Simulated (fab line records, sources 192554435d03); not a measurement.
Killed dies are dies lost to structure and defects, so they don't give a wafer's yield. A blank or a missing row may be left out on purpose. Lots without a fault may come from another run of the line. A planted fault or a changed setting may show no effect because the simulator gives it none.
fab line records | flow n5_finfet
record lots=10 wafers=30 last_day=18
route steps=1938 shown BEOL_M5@1126 PASSIVATION@1936
lots that met no fault: from a run of the same line without faults
start_h: hours from the record's first day to the start of the lot's first wafer shown | wait_h: hours since the lot's step before | " the same as in the row above | L1.1+2: a row that stands for several wafers | - no value, or no start given | * or withheld: withheld | < > ~ a bound
route shown NAME@n: a module of which the file shows steps, and the number in the route of the first | usual: mean/standard deviation of fault-free wafers | same: alike in all rows | chamber/n: place in a boat | sites: the reading at each site | _std_site: their standard deviation | _edge_site: outer sites' mean less inner sites' | radius_mm: how far each site lies from the wafer's centre | mask NAME#n: copy n | behind: the tool/chamber that last shaped the wafer | hold: why the lot was held/for how many hours/how that ended | device: the transistor (n, p or np) that didn't switch | end of line: the same wafers' tests at the end of the route | a step without rows: its recipe alone | killed: dies lost to structure and defects at the first sort, not the wafer's yield | map: a wafer's dies, x killed, . not, _ none there
set.NAME: the setting as run; set.NAME@STEP: as run at that earlier step | model.NAME: the simulator's own value behind a step, which no gauge read
steps of the route over a sample of lots; a table a step, a row a wafer
services: from which hour (start_h, from the record's first day; less than 0 if before it) a tool's chamber was out of use, for how many hours, and why
## steps
# step N5_BEOL_M5_CD_MEAS_11
# recipe target_cd_nm=27.74 landing_energy_ev=500 detector=se_inlens
# usual cd_nm=28.0/0.32
# columns lot.wafer tool chamber start_h wait_h cd_nm
L726.1 cd_sem-01 0 178.36 - 27.8
L726.4 " 0 " " 28.0
L726.6 " 0 " " 27.9
L727.2 cd_sem-03 0 181.87 - 28.7
L727.3 " 0 " " 28.0
L727.6 " 0 " " 28.6
L733.1 cd_sem-03 0 210.95 - 27.4
L733.2 " 0 " " 27.5
L733.4 " 0 " " 27.7
L735.1 cd_sem-02 0 227.96 - 28.1
L735.5 " 0 " " 28.0
L735.6 " 0 " " 28.0
L736.3 cd_sem-02 0 235.59 - 28.3
L736.4 " 0 " " 27.8
L736.6 " 0 " " 28.1
L738.1 cd_sem-01 0 255.76 - 27.8
L738.3 " 0 " " 27.9
L738.6 " 0 " " 27.9
L739.2 cd_sem-02 0 256.20 - 28.1
L739.5 " 0 " " 28.6
L739.6 " 0 " " 28.9
L746.2 cd_sem-02 0 293.44 - 28.2
L746.3 " 0 " " 28.2
L746.6 " 0 " " 28.2
L747.2 cd_sem-01 0 312.02 - 27.9
L747.5 " 0 " " 27.9
L747.6 " 0 " " 27.9
L748.4 cd_sem-01 0 318.28 - 28.2
L748.5 " 0 " " 28.3
L748.6 " 0 " " 28.1
# step N5_BEOL_M5_OVL_MEAS_12
# recipe points_per_wafer=522
# usual M5_OVL=0.2/0.63
# columns lot.wafer tool chamber start_h wait_h M5_OVL[nm]
L726.1 overlay-01 0 178.39 0.0 1.0
L726.4 " 0 " " 0.4
L726.6 " 0 " " -0.4
L727.2 overlay-02 0 181.91 0.0 0.6
L727.3 " 0 " " 0.5
L727.6 " 0 " " 1.0
L733.1 overlay-01 0 210.98 0.0 0.7
L733.2 " 0 " " 0.4
L733.4 " 0 " " 1.0
L735.1 overlay-02 0 227.99 0.0 -0.6
L735.5 " 0 " " -1.3
L735.6 " 0 " " -0.2
L736.3 overlay-02 0 235.63 0.0 0.1
L736.4 " 0 " " 0.1
L736.6 " 0 " " 0.4
L738.1 overlay-02 0 255.79 0.0 -0.3
L738.3 " 0 " " 0.8
L738.6 " 0 " " 0.5
L739.2 overlay-01 0 256.24 0.0 0.1
L739.5 " 0 " " 0.1
L739.6 " 0 " " -0.3
L746.2 overlay-01 0 293.48 0.0 0.4
L746.3 " 0 " " 0.5
L746.6 " 0 " " 0.5
L747.2 overlay-02 0 312.06 0.0 0.2
L747.5 " 0 " " 1.1
L747.6 " 0 " " 0.2
L748.4 overlay-02 0 318.33 0.0 0.6
L748.5 " 0 " " 0.3
L748.6 " 0 " " -0.4
# step N5_BEOL_M5_EXPOSE_25
# recipe mask_id=V4 na=0.33 source_shape=quasar sigma_inner=0.2 sigma_outer=0.6 polarization=unpolarized defocus_nm=10 dose_mj=52.75
# usual exposure_dose_mJ_cm2=52.79/0.22 stage_msd_nm=0.821/0.0093
# columns lot.wafer tool chamber start_h wait_h mask exposure_dose_mJ_cm2 stage_msd_nm
L726.1 euv_scanner-01 0 180.80 - V4#0 52.68 0.822
L726.4 " 0 " " V4#0 52.59 0.823
L726.6 " 0 " " V4#0 52.61 0.824
L727.2 euv_scanner-02 0 184.44 - V4#0 52.99 0.807
L727.3 " 0 " " V4#0 52.97 0.810
L727.6 " 0 " " V4#0 52.92 0.810
L733.1 euv_scanner-01 0 215.35 - V4#0 52.60 0.822
L733.2 " 0 " " V4#0 52.54 0.822
L733.4 " 0 " " V4#0 52.60 0.822
L735.1 euv_scanner-02 0 228.81 - V4#0 53.06 0.809
L735.5 " 0 " " V4#0 52.90 0.812
L735.6 " 0 " " V4#0 52.96 0.812
L736.3 euv_scanner-02 0 237.72 - V4#0 52.98 0.810
L736.4 " 0 " " V4#0 52.95 0.810
L736.6 " 0 " " V4#0 53.03 0.813
L738.1 euv_scanner-02 0 257.04 - V4#0 52.90 0.813
L738.3 " 0 " " V4#0 52.85 0.815
L738.6 " 0 " " V4#0 52.90 0.815
L739.2 euv_scanner-02 0 257.22 - V4#0 52.99 0.812
L739.5 " 0 " " V4#0 53.02 0.818
L739.6 " 0 " " V4#0 53.06 0.817
L746.2 euv_scanner-02 0 296.04 - V4#0 55.04 0.830
L746.3 " 0 " " V4#0 55.01 0.832
L746.6 " 0 " " V4#0 55.04 0.833
L747.2 euv_scanner-02 0 312.90 - V4#0 54.62 0.838
L747.5 " 0 " " V4#0 54.59 0.841
L747.6 " 0 " " V4#0 54.58 0.842
L748.4 euv_scanner-01 0 319.41 - V4#0 52.45 0.828
L748.5 " 0 " " V4#0 52.54 0.834
L748.6 " 0 " " V4#0 52.58 0.829
# step N5_BEOL_M5_CD_MEAS_28
# recipe target_cd_nm=30.6 landing_energy_ev=500 detector=se_inlens target_cd_y_nm=20 polarity=opening
# usual cd_nm=30.64/0.27
# columns lot.wafer tool chamber start_h wait_h cd_nm
L726.1 cd_sem-03 0 180.95 - 30.35
L726.4 " 0 " " 30.73
L726.6 " 0 " " 30.49
L727.2 cd_sem-01 0 184.57 - 30.97
L727.3 " 0 " " 30.64
L727.6 " 0 " " 30.79
L733.1 cd_sem-03 0 215.49 - 30.83
L733.2 " 0 " " 30.37
L733.4 " 0 " " 30.70
L735.1 cd_sem-03 0 228.95 - 30.81
L735.5 " 0 " " 30.58
L735.6 " 0 " " 30.87
L736.3 cd_sem-02 0 237.85 - 30.02
L736.4 " 0 " " 30.68
L736.6 " 0 " " 30.53
L738.1 cd_sem-02 0 257.18 - 30.51
L738.3 " 0 " " 30.38
L738.6 " 0 " " 30.20
L739.2 cd_sem-03 0 257.35 - 30.54
L739.5 " 0 " " 30.47
L739.6 " 0 " " 30.36
L746.2 cd_sem-03 0 296.17 - 31.22
L746.3 " 0 " " 31.18
L746.6 " 0 " " 31.87
L747.2 cd_sem-02 0 313.03 - 31.74
L747.5 " 0 " " 31.26
L747.6 " 0 " " 31.51
L748.4 cd_sem-01 0 319.53 - 30.92
L748.5 " 0 " " 30.82
L748.6 " 0 " " 30.88
# step N5_BEOL_M5_DESCUM_33
# recipe chemistry=O2 time_s=7 source_power_w=50 bias_power_w=20 pressure_mtorr=20 rf_frequency_hz=2.712e+07 temp_c=40 resist=CAR-EUV o2_flow_sccm=225
# usual drypump_motor_current_A=5.7/0.5 oes_product_au=0.80/0.073 rf_fwd_power_W=49.42/0.22 rf_vpp_V=243.0/1.2 showerhead_plenum_p_Torr=2.09/0.066 throttle_valve_pct=20.36/0.21
# columns lot.wafer tool chamber start_h wait_h drypump_motor_current_A oes_product_au rf_fwd_power_W rf_hours_counter_h rf_vpp_V showerhead_plenum_p_Torr throttle_valve_pct
L726.1 rie_diel-05 3 181.07 0.0 5.8 0.72 49.55 200 244.7 2.18 20.83
L726.4 " 1 " " 5.9 0.66 49.59 249 243.1 2.14 20.33
L726.6 " 1 " " 5.9 0.66 49.35 - 243.9 2.14 20.32
L727.2 rie_diel-03 3 184.89 0.2 6.5 0.89 49.52 31 244.0 2.23 20.31
L727.3 " 0 " " 6.0 0.84 49.69 61 243.3 2.10 20.39
L727.6 " 3 " " 6.5 0.89 49.28 - 246.1 2.23 20.32
L733.1 rie_diel-05 2 215.61 0.0 5.0 0.84 49.10 75 242.7 2.02 20.39
L733.2 " 0 " " 5.1 0.71 49.51 191 240.8 2.01 20.43
L733.4 " 2 " " 5.1 0.85 49.05 - 242.3 2.02 20.39
L735.1 rie_diel-05 2 229.07 0.0 5.0 0.84 49.42 80 241.7 2.02 20.39
L735.5 " 3 " " 5.8 0.71 49.68 - 243.7 2.18 20.86
L735.6 " 2 " " 5.0 0.84 49.45 - 242.6 2.02 20.39
L736.3 rie_diel-05 0 238.14 0.2 5.1 0.70 49.30 199 242.6 2.01 20.47
L736.4 " 0 " " 5.1 0.70 49.37 - 242.2 2.01 20.46
L736.6 " 2 " " 5.0 0.84 49.28 - 240.2 2.02 20.39
L738.1 rie_diel-05 0 257.30 0.0 5.1 0.69 49.46 205 241.7 2.01 20.46
L738.3 " 1 " " 6.0 1.00 49.52 4 244.2 2.14 19.95
L738.6 " 2 " " 5.0 0.83 49.29 - 241.9 2.02 20.40
L739.2 rie_diel-01 1 257.76 0.3 5.4 0.84 49.31 56 240.8 2.05 20.06
L739.5 " 3 " " 6.0 0.83 49.33 - 243.5 2.12 20.34
L739.6 " 2 " " 5.3 0.88 49.61 - 242.1 2.05 20.31
L746.2 rie_diel-03 3 296.66 0.4 6.5 0.85 49.47 66 244.8 2.21 20.37
L746.3 " 2 " " 5.8 0.75 49.58 146 243.0 2.09 20.30
L746.6 " 3 " " 6.5 0.85 49.26 - 244.6 2.21 20.36
L747.2 rie_diel-05 2 313.15 0.0 5.1 0.82 49.05 108 243.4 2.01 20.44
L747.5 " 0 " " 5.1 0.69 49.44 - 241.0 2.00 20.49
L747.6 " 1 " " 6.0 0.94 49.54 - 242.6 2.13 19.97
L748.4 rie_diel-03 2 319.65 0.0 5.8 0.75 49.21 154 243.2 2.09 20.29
L748.5 " 0 " " 6.0 0.77 49.62 - 243.5 2.09 20.45
L748.6 " 3 " " 6.5 0.84 49.40 - 243.9 2.21 20.38
# step N5_PASSIVATION_PROBE_49
# usual defect_limited_yield=91.5/1.4 killed_at_M0_to_M3=32/11 killed_at_M4_up=12/4.4 killed_at_contacts=13/6.1 killed_at_front_end=39/12 killed_at_other=3.9/3 killed_dies=100/17 killed_open=66/12 killed_short=33/7.4 sort_bin_4_leakage=0.03/0.14 sort_bin_5_function=5.0/0.95 sort_bin_6_memory=3.2/0.66 sort_bin_8_speed=0.0/0.33 sort_n_pass=1079/17 sort_yield_pct=91.4/1.5
# same gross_dies=1180 killed_at_back_side=0
# columns lot.wafer tool chamber start_h wait_h defect_limited_yield[%] killed_at_M0_to_M3 killed_at_M4_up killed_at_contacts killed_at_front_end killed_at_other killed_dies killed_open killed_short sort_bin_4_leakage[%] sort_bin_5_function[%] sort_bin_6_memory[%] sort_bin_8_speed[%] sort_n_pass sort_yield_pct[%]
L726.1 prober-02 - 283.00 0.0 91.5 30 16 19 28 7 100 68 31 0 5.1 3.2 0 1080 91.5
L726.4 prober-02 - 283.15 0.2 90.8 24 13 23 46 3 109 80 29 0 5.8 3.4 0 1071 90.8
L726.6 prober-02 - 283.25 0.3 89.7 37 15 26 39 4 121 78 35 0 5.7 3.6 0 1059 89.7
L727.2 prober-01 - 293.30 0.1 91.9 42 13 2 34 5 96 61 33 0 4.1 3.8 0 1084 91.9
L727.3 prober-01 - 293.35 0.1 90.0 55 8 4 47 4 118 67 48 0 6.4 3.1 0 1062 90.0
L727.6 prober-01 - 293.50 0.3 93.1 26 8 10 34 3 81 53 25 0 4.2 2.5 0 1099 93.1
L733.1 prober-01 - 322.64 0.0 92.2 31 5 13 39 4 92 55 35 0 4.7 2.9 0 1088 92.2
L733.2 prober-01 - 322.69 0.1 91.4 33 3 7 58 1 102 69 33 0 4.6 3.7 0 1078 91.4
L733.4 prober-01 - 322.79 0.2 91.7 51 5 18 19 5 98 62 36 0 4.9 3.1 0 1082 91.7
L735.1 prober-02 - 336.35 0.0 93.0 39 10 9 24 1 83 58 25 0 4.6 2.2 0 1097 93.0
L735.5 prober-02 - 336.55 0.2 92.5 26 16 2 38 6 88 60 27 0 4.2 3.1 0 1092 92.5
L735.6 prober-02 - 336.60 0.3 94.5 23 13 3 23 3 65 43 22 0 3.3 1.8 0 1115 94.5
L736.3 prober-02 - 340.28 0.1 93.3 25 9 11 32 2 79 45 30 0 3.3 3.1 0 1101 93.3
L736.4 prober-02 - 340.33 0.2 93.2 17 17 17 28 1 80 59 20 0 3.6 3.1 0 1100 93.2
L736.6 prober-02 - 340.43 0.3 94.3 24 14 3 24 2 67 45 22 0 2.5 3.1 0 1113 94.3
L739.2 prober-02 - 349.30 0.1 93.8 24 7 6 36 0 73 44 26 0 4.2 1.6 0 1107 93.8
L739.5 prober-02 - 349.45 0.2 91.6 38 22 5 32 2 99 53 44 0 4.5 3.5 0 1081 91.6
L739.6 prober-02 - 349.50 0.3 93.3 22 11 10 35 1 79 48 31 0 3.6 2.8 0 1101 93.3
L738.1 prober-02 - 353.61 0.0 89.2 38 8 17 58 7 128 86 39 1.10 5.8 4.9 0 1039 88.1
L738.3 prober-02 - 353.71 0.1 91.3 34 8 8 49 4 103 72 28 0 5.6 2.8 0 1077 91.3
L738.6 prober-02 - 353.86 0.3 90.0 31 18 11 47 11 118 70 44 0.25 6.9 2.7 0 1059 89.7
L746.2 prober-02 - 396.77 0.1 92.2 36 10 12 32 2 92 55 37 0 5.0 2.6 0 1088 92.2
L746.3 prober-02 - 396.82 0.1 93.9 23 13 15 17 4 72 47 24 0 3.7 2.3 0 1108 93.9
L746.6 prober-02 - 396.97 0.3 93.5 16 19 10 31 1 77 47 30 0 3.6 2.5 0 1103 93.5
L747.2 prober-01 - 421.79 0.1 91.2 22 14 5 58 5 104 72 31 0 4.8 3.8 0 1076 91.2
L747.5 prober-01 - 421.94 0.2 92.5 24 8 19 32 5 88 63 24 0 4.0 3.2 0 1092 92.5
L747.6 prober-01 - 421.99 0.3 93.3 15 11 8 36 9 79 55 23 0 4.2 2.1 0.1 1101 93.3
L748.4 prober-01 - 432.62 0.2 90.7 28 8 14 51 9 110 76 29 0 4.7 3.6 0 1070 90.7
L748.5 prober-01 - 432.67 0.2 90.3 39 13 10 47 5 114 72 42 0 5.7 3.4 0 1066 90.3
L748.6 prober-01 - 432.72 0.3 89.6 35 5 22 54 7 123 84 39 0 5.9 4.2 0 1057 89.6
# killed by level:class
L726.1 MOL_CONTACT_COAG:geometric_particle:open=14 FIN_SAQP:geometric_particle:open=8 BEOL_M0_SAQP:geometric_particle:open=8 MOL_CONTACT_COAG:geometric_particle:short=5 STI_FIN_REVEAL:geometric_particle:open=5 BEOL_M2:geometric_particle:open=5 BEOL_M3:geometric_particle:open=5 FIN_SAQP:geometric_particle:short=4
L726.4 MOL_CONTACT_COAG:geometric_particle:open=22 STI_FIN_REVEAL:geometric_particle:open=16 BEOL_M1:geometric_particle:open=7 FIN_SAQP:geometric_particle:open=6 BEOL_M2:geometric_particle:open=6 FIN_SAQP:geometric_particle:short=5 ILD0:geometric_particle:short=5 ILD0:geometric_particle:open=4
L726.6 MOL_CONTACT_COAG:geometric_particle:open=20 BEOL_M0_SAQP:geometric_particle:open=11 BEOL_M2:geometric_particle:open=9 BEOL_M0_SAQP:geometric_particle:short=8 HKMG_FIN:area_etch=8 GATE_CUT:geometric_particle:open=6 MOL_CONTACT_COAG:geometric_particle:short=6 FIN_SAQP:geometric_particle:open=5
L727.2 BEOL_M0_SAQP:geometric_particle:short=11 BEOL_M0_SAQP:geometric_particle:open=10 STI_FIN_REVEAL:geometric_particle:open=9 BEOL_M2:geometric_particle:open=9 BEOL_M4:geometric_particle:open=8 FIN_SAQP:geometric_particle:open=6 BEOL_M3:geometric_particle:open=6 STI_FIN_REVEAL:geometric_particle:short=5
L727.3 BEOL_M0_SAQP:geometric_particle:short=13 STI_FIN_REVEAL:geometric_particle:open=11 BEOL_M0_SAQP:geometric_particle:open=11 FIN_SAQP:geometric_particle:open=8 BEOL_M2:geometric_particle:open=7 GATE_CUT:geometric_particle:short=6 BEOL_M3:geometric_particle:open=5 BEOL_M4:geometric_particle:open=5
L727.6 STI_FIN_REVEAL:geometric_particle:open=10 MOL_CONTACT_COAG:geometric_particle:open=9 FIN_SAQP:geometric_particle:short=5 BEOL_M3:geometric_particle:open=5 FIN_SAQP:geometric_particle:open=4 BEOL_M0_SAQP:geometric_particle:short=4 BEOL_M1:geometric_particle:open=4 DUMMY_GATE:geometric_particle:open=3
L733.1 MOL_CONTACT_COAG:geometric_particle:open=11 BEOL_M0_SAQP:geometric_particle:short=8 STI_FIN_REVEAL:geometric_particle:open=6 DUMMY_GATE:geometric_particle:open=6 GATE_CUT:geometric_particle:short=6 BEOL_M0:geometric_particle:open=5 STARTING-WAFER:geometric_particle:open=5 GATE_CUT:geometric_particle:open=4
L733.2 STI_FIN_REVEAL:geometric_particle:open=18 FIN_SAQP:geometric_particle:open=13 BEOL_M0_SAQP:geometric_particle:open=12 BEOL_M0_SAQP:geometric_particle:short=11 FIN_SAQP:geometric_particle:short=9 MOL_CONTACT_COAG:geometric_particle:open=6 BEOL_M3:geometric_particle:open=5 GATE_CUT:geometric_particle:short=4
L733.4 MOL_CONTACT_COAG:geometric_particle:open=14 BEOL_M0_SAQP:geometric_particle:open=11 BEOL_M0_SAQP:geometric_particle:short=11 BEOL_M3:geometric_particle:open=10 BEOL_M1:geometric_particle:open=6 BEOL_M3:geometric_particle:short=5 MOL_CONTACT_COAG:geometric_particle:short=4 FIN_SAQP:geometric_particle:short=3
L735.1 BEOL_M3:geometric_particle:open=10 MOL_CONTACT_COAG:geometric_particle:open=6 BEOL_M0:geometric_particle:short=6 STI_FIN_REVEAL:geometric_particle:open=5 BEOL_M1:geometric_particle:open=5 FIN_SAQP:geometric_particle:open=4 DUMMY_GATE:geometric_particle:open=4 BEOL_M0_SAQP:geometric_particle:short=4
L735.5 STI_FIN_REVEAL:geometric_particle:open=14 BEOL_M0_SAQP:geometric_particle:open=6 DUMMY_GATE:geometric_particle:open=5 GATE_CUT:geometric_particle:short=5 BEOL_M0_SAQP:geometric_particle:short=5 STARTING-WAFER:geometric_particle:open=5 BEOL_M4:geometric_particle:open=4 BEOL_M3:geometric_particle:open=4
L735.6 BEOL_M3:geometric_particle:open=8 BEOL_M0_SAQP:geometric_particle:open=5 STI_FIN_REVEAL:geometric_particle:open=4 BEOL_M0:geometric_particle:short=4 FIN_SAQP:geometric_particle:open=3 FIN_SAQP:geometric_particle:short=3 MOL_CONTACT_COAG:geometric_particle:open=3 BEOL_M2:geometric_particle:short=3
L736.3 MOL_CONTACT_COAG:geometric_particle:open=10 FIN_SAQP:geometric_particle:short=6 BEOL_M1:geometric_particle:open=6 FIN_SAQP:geometric_particle:open=4 BEOL_M2:geometric_particle:open=4 STI_FIN_REVEAL:geometric_particle:open=3 GATE_CUT:geometric_particle:short=3 BEOL_M0_SAQP:geometric_particle:short=3
L736.4 MOL_CONTACT_COAG:geometric_particle:open=14 BEOL_M4:geometric_particle:open=12 FIN_SAQP:geometric_particle:short=6 BEOL_M0_SAQP:geometric_particle:short=6 FIN_SAQP:geometric_particle:open=5 DUMMY_GATE:geometric_particle:open=5 BEOL_M0_SAQP:geometric_particle:open=5 ILD0:geometric_particle:open=3
L736.6 BEOL_M0_SAQP:geometric_particle:short=8 BEOL_M0_SAQP:geometric_particle:open=8 FIN_SAQP:geometric_particle:open=7 BEOL_M5:geometric_particle:open=5 STI_FIN_REVEAL:geometric_particle:open=4 BEOL_M4:geometric_particle:open=4 ILD0:geometric_particle:short=3 MOL_CONTACT_COAG:geometric_particle:open=3
L739.2 STI_FIN_REVEAL:geometric_particle:open=7 BEOL_M3:geometric_particle:open=7 FIN_SAQP:geometric_particle:short=6 MOL_CONTACT_COAG:geometric_particle:open=5 STARTING-WAFER:geometric_particle:short=5 GATE_CUT:geometric_particle:short=4 BEOL_M1:geometric_particle:open=4 BEOL_M2:geometric_particle:open=4
L739.5 BEOL_M0_SAQP:geometric_particle:short=14 BEOL_M0_SAQP:geometric_particle:open=11 BEOL_M1:geometric_particle:open=8 BEOL_M4:geometric_particle:open=8 GATE_CUT:geometric_particle:short=5 GATE_CUT:geometric_particle:open=5 BEOL_M4:geometric_particle:short=5 STI_FIN_REVEAL:geometric_particle:open=4
L739.6 FIN_SAQP:geometric_particle:short=10 BEOL_M2:geometric_particle:open=7 MOL_CONTACT_COAG:geometric_particle:open=7 BEOL_M4:geometric_particle:open=6 DUMMY_GATE:geometric_particle:open=4 STARTING-WAFER:geometric_particle:open=4 STI_FIN_REVEAL:geometric_particle:open=3 DUMMY_GATE:geometric_particle:short=3
L738.1 STI_FIN_REVEAL:geometric_particle:open=15 FIN_SAQP:geometric_particle:open=13 FIN_SAQP:geometric_particle:short=12 MOL_CONTACT_COAG:geometric_particle:open=12 BEOL_M0_SAQP:geometric_particle:open=11 BEOL_M0_SAQP:geometric_particle:short=9 BEOL_M1:geometric_particle:open=8 DUMMY_GATE:geometric_particle:open=5
L738.3 STI_FIN_REVEAL:geometric_particle:open=18 BEOL_M3:geometric_particle:open=10 DUMMY_GATE:geometric_particle:open=9 BEOL_M1:geometric_particle:open=6 FIN_SAQP:geometric_particle:short=5 MOL_CONTACT_COAG:geometric_particle:open=5 BEOL_M0_SAQP:geometric_particle:short=5 BEOL_M2:geometric_particle:open=5
L738.6 STI_FIN_REVEAL:geometric_particle:open=19 MOL_CONTACT_COAG:geometric_particle:open=9 FIN_SAQP:geometric_particle:short=8 BEOL_M0_SAQP:geometric_particle:open=8 BEOL_M0_SAQP:geometric_particle:short=7 BEOL_M1:geometric_particle:open=6 BEOL_M1:geometric_particle:short=5 BEOL_M4:geometric_particle:open=5
L746.2 BEOL_M0_SAQP:geometric_particle:short=12 MOL_CONTACT_COAG:geometric_particle:open=9 BEOL_M3:geometric_particle:open=8 FIN_SAQP:geometric_particle:short=8 BEOL_M0_SAQP:geometric_particle:open=8 GATE_CUT:geometric_particle:short=5 FIN_SAQP:geometric_particle:open=4 BEOL_M2:geometric_particle:open=4
L746.3 MOL_CONTACT_COAG:geometric_particle:open=12 BEOL_M0_SAQP:geometric_particle:open=6 BEOL_M4:geometric_particle:open=5 BEOL_M0_SAQP:geometric_particle:short=4 BEOL_M1:geometric_particle:short=4 STI_FIN_REVEAL:geometric_particle:open=3 DUMMY_GATE:geometric_particle:open=3 MOL_CONTACT_COAG:geometric_particle:short=3
L746.6 MOL_CONTACT_COAG:geometric_particle:open=8 BEOL_M4:geometric_particle:open=7 GATE_CUT:geometric_particle:short=6 STARTING-WAFER:geometric_particle:short=6 BEOL_M0_SAQP:geometric_particle:open=5 FIN_SAQP:geometric_particle:open=4 FIN_SAQP:geometric_particle:short=4 STI_FIN_REVEAL:geometric_particle:open=3
L747.2 FIN_SAQP:geometric_particle:open=29 FIN_SAQP:geometric_particle:short=11 BEOL_M3:geometric_particle:open=8 BEOL_M0_SAQP:geometric_particle:short=6 MOL_CONTACT_COAG:geometric_particle:open=5 STI_FIN_REVEAL:geometric_particle:open=4 BEOL_M1:geometric_particle:open=4 BEOL_M4:geometric_particle:open=4
L747.5 MOL_CONTACT_COAG:geometric_particle:open=16 FIN_SAQP:geometric_particle:open=12 BEOL_M1:geometric_particle:open=10 GATE_CUT:geometric_particle:open=4 BEOL_M0_SAQP:geometric_particle:short=4 BEOL_M5:geometric_particle:short=3 STI_FIN_REVEAL:geometric_particle:open=3 DUMMY_GATE:geometric_particle:open=3
L747.6 FIN_SAQP:geometric_particle:open=9 FIN_SAQP:geometric_particle:short=7 STI_FIN_REVEAL:geometric_particle:open=6 MOL_CONTACT_COAG:geometric_particle:open=6 BEOL_M3:geometric_particle:open=4 BEOL_M4:geometric_particle:open=4 MIM_TOP_ETCH:geometric_particle:open=4 STARTING-WAFER:geometric_particle:open=4
L748.4 FIN_SAQP:geometric_particle:open=19 MOL_CONTACT_COAG:geometric_particle:open=11 BEOL_M0:geometric_particle:open=6 BEOL_M0_SAQP:geometric_particle:short=5 BEOL_M0_SAQP:geometric_particle:open=5 HKMG_FIN:area_etch=5 FIN_SAQP:geometric_particle:short=4 DUMMY_GATE:geometric_particle:open=4
L748.5 FIN_SAQP:geometric_particle:open=11 BEOL_M0_SAQP:geometric_particle:open=11 BEOL_M3:geometric_particle:open=9 GATE_CUT:geometric_particle:short=8 BEOL_M0_SAQP:geometric_particle:short=8 BEOL_M4:geometric_particle:open=8 MOL_CONTACT_COAG:geometric_particle:open=6 BEOL_M1:geometric_particle:open=6
L748.6 MOL_CONTACT_COAG:geometric_particle:open=16 BEOL_M2:geometric_particle:open=9 FIN_SAQP:geometric_particle:open=8 STI_FIN_REVEAL:geometric_particle:open=7 BEOL_M3:geometric_particle:open=7 MOL_CONTACT_COAG:geometric_particle:short=6 FIN_SAQP:geometric_particle:short=5 DUMMY_GATE:geometric_particle:open=5
## services
# columns tool chamber start_h hours kind
euv_scanner-02 - 157.61 1.0 pm
rie_diel-05 3 158.44 5.2 repair
rie_diel-05 - 183.76 15.6 pm
euv_scanner-02 - 192.84 4.6 pm
euv_scanner-01 - 198.58 1.0 pm
rie_diel-05 0 200.72 8.9 repair
euv_scanner-01 0 201.09 - calibration
rie_diel-05 1 203.12 7.6 repair
rie_diel-05 1 211.16 - clean
rie_diel-05 1 211.16 - consumable_replace:focus_ring
rie_diel-05 1 211.16 31.8 scheduled_down
rie_diel-05 1 211.16 31.8 vent_cycle
euv_scanner-02 - 213.76 1.0 pm
rie_diel-05 3 215.05 2.0 repair
euv_scanner-02 0 226.92 - calibration
euv_scanner-01 - 231.02 12.0 pm
euv_scanner-01 - 244.48 4.6 pm
euv_scanner-01 - 254.73 1.0 pm
rie_diel-03 3 256.81 3.9 repair
euv_scanner-02 - 269.91 1.0 pm
euv_scanner-01 - 310.88 1.0 pm
## key
first_sign step=N5_BEOL_M5_EXPOSE_25 reading=exposure_dose_mJ_cm2 direction=up sigmas=9.3 usual=52.79 struck=54.81
effect step=N5_BEOL_M5_CD_MEAS_28 reading=cd_nm direction=up sigmas=3 usual=30.64 struck=31.46 through=control_loop
met_at N5_BEOL_M5_EXPOSE_25
struck_lots L746,L747
loop_trim step=N5_BEOL_M5_EXPOSE_25 setting=dose lots=L747
not_acting_at N5_BEOL_M5_CD_MEAS_11,N5_BEOL_M5_OVL_MEAS_12,N5_BEOL_M5_DESCUM_33
onset_between 257.22 296.04
fault kind=process_parameter_drift tool=euv_scanner-02 chamber=- onset_h=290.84 steps=N5_BEOL_M5_EXPOSE_25 channel=dose_mj offset=2.0725 shape=step acts_in=these_recipes_only stated=52.75
# loop_trim: a control loop set the setting to another value than it would have without faults
